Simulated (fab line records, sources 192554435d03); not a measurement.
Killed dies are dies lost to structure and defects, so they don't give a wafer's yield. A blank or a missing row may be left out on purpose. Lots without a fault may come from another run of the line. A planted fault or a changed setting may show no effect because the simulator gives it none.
Chamber matching | flow n5_finfet | N5_DUMMY_GATE_DESCUM_20 on rie_diel-02: 4 sister chambers
The step chemistry O2, time 6.2 s. 8 wafers are shown with their chamber, then 7 later ones without.

WAFERS WITH THEIR CHAMBER
wafer  | chamber | showerhead_plenum_p_Torr (Torr) | throttle_valve_pct (%)
L084.5 | 0       | 2.06                            | 20.04
L087.2 | 2       | 2.06                            | 20.58
L087.6 | 3       | 2.26                            | 20.57
L088.2 | 2       | 2.06                            | 20.58
L088.5 | 1       | 2.18                            | 20.69
L088.6 | 0       | 2.06                            | 20.04
L089.2 | 1       | 2.18                            | 20.69
L089.4 | 3       | 2.25                            | 20.59

WAFERS WITHOUT THEIR CHAMBER
wafer  | showerhead_plenum_p_Torr (Torr) | throttle_valve_pct (%)
L089.5 | 2.25                            | 20.58
L091.3 | 2.05                            | 20.07
L091.4 | 2.05                            | 20.60
L091.6 | 2.25                            | 20.58
L097.1 | 2.25                            | 20.63
L097.5 | 2.05                            | 20.08
L097.6 | 2.17                            | 20.71

WHICH CHAMBER EACH WENT THROUGH
wafer  | from the rows above | in truth
L089.5 | 3                   | 3
L091.3 | 0                   | 0
L091.4 | 2                   | 2
L091.6 | 3                   | 3
L097.1 | 3                   | 3
L097.5 | 0                   | 0
L097.6 | 1                   | 1
Placed correctly: 7 of 7. Can't be placed from these rows: 0. Placed wrongly: 0.
How it was worked out, from the rows above alone: a wafer's distance from a chamber is the root of the sum, over the readings, of the square of ((its reading less the chamber's mean) divided by the reading's scatter). The wafer belongs to the nearest chamber; if the next one is less than 2 further off, it can't be placed. A chamber's mean is the mean of its shown wafers. The scatter: the root of (the sum of the squares of (reading less its chamber's mean) over the shown wafers, divided by (wafers less chambers)).
